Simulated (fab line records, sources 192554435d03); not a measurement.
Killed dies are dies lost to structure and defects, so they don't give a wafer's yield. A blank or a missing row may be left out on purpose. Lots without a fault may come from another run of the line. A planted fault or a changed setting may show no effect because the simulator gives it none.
fab line records | flow n5_finfet | part 2 of 2: steps 5 to 6 of 6
record lots=20 wafers=60 last_day=19
route steps=1938 shown DUMMY_REMOVAL@381 HKMG_FIN@405 GATE_CUT@470
lots that met no fault: from a run of the same line without faults
start_h: hours from the record's first day to the start of the lot's first wafer shown | wait_h: hours since the lot's step before | " the same as in the row above | L1.1+2: a row that stands for several wafers | - no value, or no start given | * or withheld: withheld | < > ~ a bound
route shown NAME@n: a module of which the file shows steps, and the number in the route of the first | usual: mean/standard deviation of fault-free wafers | same: alike in all rows | chamber/n: place in a boat | sites: the reading at each site | _std_site: their standard deviation | _edge_site: outer sites' mean less inner sites' | radius_mm: how far each site lies from the wafer's centre | mask NAME#n: copy n | behind: the tool/chamber that last shaped the wafer | hold: why the lot was held/for how many hours/how that ended | device: the transistor (n, p or np) that didn't switch | end of line: the same wafers' tests at the end of the route | a step without rows: its recipe alone | killed: dies lost to structure and defects at the first sort, not the wafer's yield | map: a wafer's dies, x killed, . not, _ none there
set.NAME: the setting as run; set.NAME@STEP: as run at that earlier step | model.NAME: the simulator's own value behind a step, which no gauge read
steps of the route over a sample of lots; a table a step, a row a wafer
services: from which hour (start_h, from the record's first day; less than 0 if before it) a tool's chamber was out of use, for how many hours, and why
## steps
# step N5_GATE_CUT_STRIP_59
# recipe chemistry=N2/H2 time_s=20 power_w=100 temp_c=40 pressure_mtorr=100 rf_frequency_hz=6e+07 bias_power_w=3 n2_flow_sccm=300 h2_flow_sccm=300
# usual drypump_motor_current_A=5.6/0.57 oes_product_au=0.81/0.075 rf_vpp_V=45.2/1 showerhead_plenum_p_Torr=3.38/0.098 throttle_valve_pct=12.16/0.24
# columns lot.wafer tool chamber start_h wait_h drypump_motor_current_A oes_product_au rf_hours_counter_h rf_vpp_V showerhead_plenum_p_Torr throttle_valve_pct
L074.2 rie_diel-03 0 83.99 0.1 5.5 0.71 246 44.6 3.47 12.57
L074.5 " 0 " " 5.5 0.71 - 43.7 3.47 12.55
L074.6 " 3 " " 4.7 0.79 - 45.4 3.27 12.29
L076.2 rie_diel-03 2 95.48 0.1 5.1 0.83 63 45.1 3.44 12.08
L076.4 " 0 " " 5.5 0.72 249 44.0 3.47 12.58
L076.6 " 3 " " 4.7 0.79 - 45.8 3.27 12.28
L077.2 rie_diel-06 2 98.52 0.1 6.0 0.77 131 45.7 3.52 12.21
L077.3 " 3 " " 6.0 0.79 124 45.3 3.38 12.05
L077.6 " 3 " " 6.0 0.78 - 46.5 3.38 12.02
L079.1 rie_diel-01 0 109.17 0.1 6.1 0.72 151 45.8 3.38 12.35
L079.4 " 2 " " 5.9 0.81 - 45.6 3.54 12.09
L079.5 " 3 " " 6.3 0.92 - 44.6 3.30 11.69
L080.1 rie_diel-01 2 118.21 0.1 5.9 0.81 81 45.9 3.54 12.10
L080.3 " 0 " " 6.1 0.72 155 45.8 3.38 12.35
L080.6 " 2 " " 5.9 0.81 - 45.1 3.54 12.11
L081.3 rie_diel-03 3 123.52 0.1 4.7 0.79 115 46.9 3.26 12.31
L081.5 " 1 " " 5.0 0.86 - 44.5 3.29 12.27
L081.6 " 2 " " 5.1 0.82 - 47.7 3.43 12.11
L082.3 rie_diel-03 3 130.74 0.1 4.7 0.79 119 44.1 3.26 12.32
L082.5 " 3 " " 4.7 0.78 - 45.1 3.26 12.33
L082.6 " 1 " " 5.0 0.85 - 44.2 3.28 12.29
L083.2 rie_diel-06 0 134.08 0.1 6.6 0.94 18 45.3 3.47 11.64
L083.3 " 3 " " 6.0 0.76 136 46.3 3.37 12.05
L083.4 " 2 " " 6.0 0.77 - 47.6 3.52 12.24
L084.1 rie_diel-01 2 140.23 0.1 5.9 0.79 87 47.0 3.54 12.12
L084.4 " 0 " " 6.1 0.72 161 45.6 3.38 12.37
L084.5 " 1 " " 5.8 0.72 - 45.0 3.24 12.37
L085.4 rie_diel-03 2 149.78 0.1 5.1 0.80 80 46.0 3.43 12.12
L085.5 " 1 " " 5.0 0.85 - 45.9 3.28 12.29
L085.6 " 0 " " 5.5 0.98 - 43.0 3.47 11.94
L086.2 rie_diel-03 0 159.60 0.1 5.5 0.96 7 44.6 3.47 11.94
L086.5 " 0 " " 5.5 0.95 - 47.1 3.47 11.93
L086.6 " 3 " " 4.7 0.77 - 43.3 3.26 12.34
L087.4 rie_diel-03 1 160.79 0.1 5.0 0.83 90 47.3 3.28 12.29
L087.5 " 1 " " 5.0 0.84 - 43.5 3.28 12.30
L087.6 " 2 " " 5.1 0.80 - 44.6 3.43 12.14
L088.2 rie_diel-03 2 168.86 0.1 5.1 0.80 86 44.7 3.43 12.15
L088.3 " 3 " " 4.7 0.78 129 44.3 3.26 12.37
L088.4 " 1 " " 5.0 0.84 93 43.4 3.28 12.31
L089.1 rie_diel-01 2 170.00 0.1 5.9 0.79 97 46.6 3.53 12.14
L089.5 " 2 " " 5.9 0.78 - 44.8 3.53 12.14
L089.6 " 1 " " 5.8 0.70 - 44.5 3.24 12.41
L090.3 rie_diel-03 3 175.28 0.1 4.7 0.77 131 45.6 3.26 12.37
L090.4 " 2 " " 5.1 0.80 - 44.1 3.42 12.15
L090.5 " 0 " " 5.5 0.93 - 46.6 3.46 11.97
L092.1 rie_diel-06 1 187.90 0.1 5.2 0.93 12 45.0 3.45 12.22
L092.3 " 2 " " 6.0 0.75 160 45.2 3.51 12.27
L092.5 " 0 " " 6.6 0.91 - 45.1 3.46 11.68
L093.3 rie_diel-06 1 193.92 0.1 5.2 0.93 14 45.0 3.45 12.24
L093.4 " 0 " " 6.7 0.90 36 46.6 3.46 11.68
L093.6 " 2 " " 6.0 0.75 - 45.6 3.51 12.31
L094.1 rie_diel-03 3 201.47 0.1 4.7 0.76 139 41.5 3.25 12.38
L094.2 " 1 " " 5.0 0.83 102 44.0 3.27 12.35
L094.5 " 3 " " 4.7 0.76 - 44.4 3.25 12.39
L096.2 rie_diel-06 3 212.98 0.1 6.0 0.74 158 45.0 3.36 12.11
L096.3 " 0 " " 6.6 0.89 42 46.4 3.45 11.70
L096.6 " 0 " " 6.6 0.89 - 46.3 3.45 11.70
L097.3 rie_diel-03 2 217.25 0.1 5.1 0.78 101 45.6 3.42 12.16
L097.4 " 3 " " 4.7 0.76 143 46.6 3.25 12.39
L097.5 " 2 " " 5.1 0.78 - 43.4 3.42 12.19
# step N5_GATE_CUT_PECVD_57
# recipe material=SiNx target_thk_a=210 temp_c=400 precursor=SiH4/NH3/N2 pressure_torr=1.5 rf_w=300
# usual heater_power_outer_w=427/53 heater_power_w=717/62 rf_fwd_power_W=296.5/1.4 showerhead_plenum_p_Torr=5.13/0.057 showerhead_vpp_V=1056/63 throttle_valve_pct=40.6/1.5
# columns lot.wafer tool chamber start_h wait_h heater_power_outer_w heater_power_w rf_fwd_power_W showerhead_plenum_p_Torr showerhead_vpp_V since_wet_clean_h throttle_valve_pct
L074.2 pecvd-02 1 86.45 1.1 462 745 295.7 5.13 923 1697 43.3
L074.5 " 0 " " 498 848 297.7 5.01 1078 - 41.5
L074.6 " 2 " " 342 643 294.9 5.10 987 - 38.6
L076.2 pecvd-02 1 97.90 1.1 425 695 294.6 5.14 950 1708 43.0
L076.4 " 1 " " 436 706 294.2 5.16 932 - 43.0
L076.6 " 2 " " 384 685 297.0 5.09 978 - 38.4
L077.2 pecvd-03 0 100.94 1.1 397 700 298.8 5.14 1079 624 40.2
L077.3 " 1 " " 491 773 296.1 5.15 1086 1349 40.5
L077.6 " 2 " " 477 713 294.7 5.12 1118 - 41.1
L079.1 pecvd-04 0 111.59 1.1 360 643 296.4 5.09 1146 1178 39.8
L079.4 " 1 " " 396 697 295.3 5.23 1109 - 40.7
L079.5 " 2 " " 405 703 296.8 5.11 1094 - 37.9
L080.1 pecvd-04 1 120.65 1.1 405 703 295.7 5.24 1112 1912 40.5
L080.3 " 2 " " 350 607 297.3 5.13 1093 433 38.1
L080.6 " 2 " " 336 645 296.1 5.13 1088 - 37.8
L081.3 pecvd-03 2 126.13 1.1 483 736 296.5 5.12 1099 2099 41.2
L081.5 " 1 " " 502 806 296.0 5.13 1067 - 40.4
L081.6 " 0 " " 403 704 296.5 5.14 1081 - 40.2
L082.3 pecvd-03 2 133.15 1.1 372 630 298.1 5.13 1117 2106 41.2
L082.5 " 0 " " 421 705 297.8 5.13 1079 - 40.2
L082.6 " 1 " " 522 819 295.1 5.15 1094 - 40.3
L083.2 pecvd-04 2 136.49 1.1 416 711 296.6 5.12 1090 449 37.9
L083.3 " 1 " " 370 664 297.1 5.24 1100 1928 40.8
L083.4 " 0 " " 395 688 297.3 5.11 1117 - 40.2
L084.1 pecvd-02 1 142.64 1.1 452 717 293.5 5.15 927 1753 43.2
L084.4 " 1 " " 455 740 295.0 5.13 936 - 43.1
L084.5 " 0 " " 515 833 297.3 5.02 1049 - 41.9
L085.4 pecvd-02 0 152.22 1.1 450 783 297.4 5.02 1066 - 41.8
L085.5 " 2 " " 381 673 297.8 5.09 971 - 38.8
L085.6 " 1 " " 405 668 294.3 5.14 929 - 43.0
L086.2 pecvd-04 0 162.02 1.1 401 686 297.4 5.11 1150 1228 39.9
L086.5 " 2 " " 369 674 296.0 5.11 1096 - 37.9
L086.6 " 0 " " 400 668 295.7 5.10 1125 - 39.9
L087.4 pecvd-03 1 163.24 1.1 520 814 296.7 5.14 1080 - 40.5
L087.5 " 2 " " 427 673 297.5 5.12 1093 - 41.4
L087.6 " 0 " " 434 731 297.3 5.14 1078 - 40.4
L088.2 pecvd-03 0 171.28 1.1 423 727 297.2 5.13 1072 694 40.3
L088.3 " 2 " " 365 617 294.9 5.13 1113 2144 41.2
L088.4 " 2 " " 359 606 296.9 5.13 1110 - 41.2
L089.1 pecvd-02 0 172.41 1.1 496 817 298.7 5.01 1078 1058 41.7
L089.5 " 1 " " 430 690 294.6 5.15 936 - 42.9
L089.6 " 0 " " 492 834 299.4 5.01 1053 - 42.0
L090.3 pecvd-02 0 177.82 1.1 498 832 298.9 5.02 1072 1063 41.9
L090.4 " 0 " " 501 807 298.9 5.01 1077 - 41.8
L090.5 " 2 " " 362 667 297.2 5.10 984 - 39.0
L092.1 pecvd-03 1 190.31 1.1 538 814 294.5 5.17 1068 1438 40.2
L092.3 " 2 " " 403 643 295.7 5.12 1106 2163 41.1
L092.5 " 0 " " 365 636 298.0 5.15 1074 - 40.3
L093.3 pecvd-04 1 196.37 1.1 440 747 296.6 5.26 1105 - 40.3
L093.4 " 2 " " 392 660 297.5 5.13 1065 - 38.1
L093.6 " 2 " " 380 690 297.1 5.13 1099 - 37.9
L094.1 pecvd-04 2 204.28 1.1 382 686 296.1 5.11 1092 517 38.1
L094.2 " 1 " " 440 737 295.1 5.25 1110 1996 40.6
L094.5 " 2 " " 389 686 295.6 5.12 1088 - 38.0
L096.2 pecvd-03 1 215.40 1.1 485 760 294.9 5.15 1103 1463 40.0
L096.3 " 1 " " 476 766 295.3 5.15 1084 - 40.2
L096.6 " 1 " " 480 760 295.8 5.16 1088 - 40.4
L097.3 pecvd-02 0 219.75 1.1 410 731 300.3 5.02 1071 - 41.8
L097.4 " 1 " " 466 770 294.1 5.16 932 - 43.1
L097.5 " 1 " " 479 770 293.8 5.15 940 - 43.2
## services
# columns tool chamber start_h hours kind
rie_diel-02 1 58.16 9.7 repair
rie_diel-03 3 59.26 6.7 repair
rie_diel-05 - 70.86 2.8 pm
thermal_cvd_si-01 2 72.47 5.0 repair
pecvd-04 1 76.11 6.6 repair
pecvd-02 - 90.79 2.8 pm
pecvd-02 0 94.43 6.7 repair
thermal_cvd_si-01 - 96.58 2.8 pm
rie_diel-01 0 99.20 8.2 repair
rie_diel-01 1 103.86 16.6 repair
rie_diel-05 - 117.75 0.6 repair
thermal_cvd_si-02 0 124.81 80.0 repair
rie_diel-05 - 126.84 0.3 repair
rie_diel-03 - 143.10 1.2 repair
pecvd-04 - 144.71 2.8 pm
rie_diel-04 0 146.11 2.5 repair
rie_diel-06 1 151.90 8.1 repair
rie_diel-01 - 164.46 0.3 repair
rie_diel-06 3 170.12 4.2 repair
pecvd-02 - 173.23 2.2 repair
pecvd-03 - 193.06 0.3 repair
thermal_cvd_si-02 - 198.49 6.0 pm
pecvd-02 1 202.50 1.8 repair
pecvd-04 0 207.47 14.5 repair
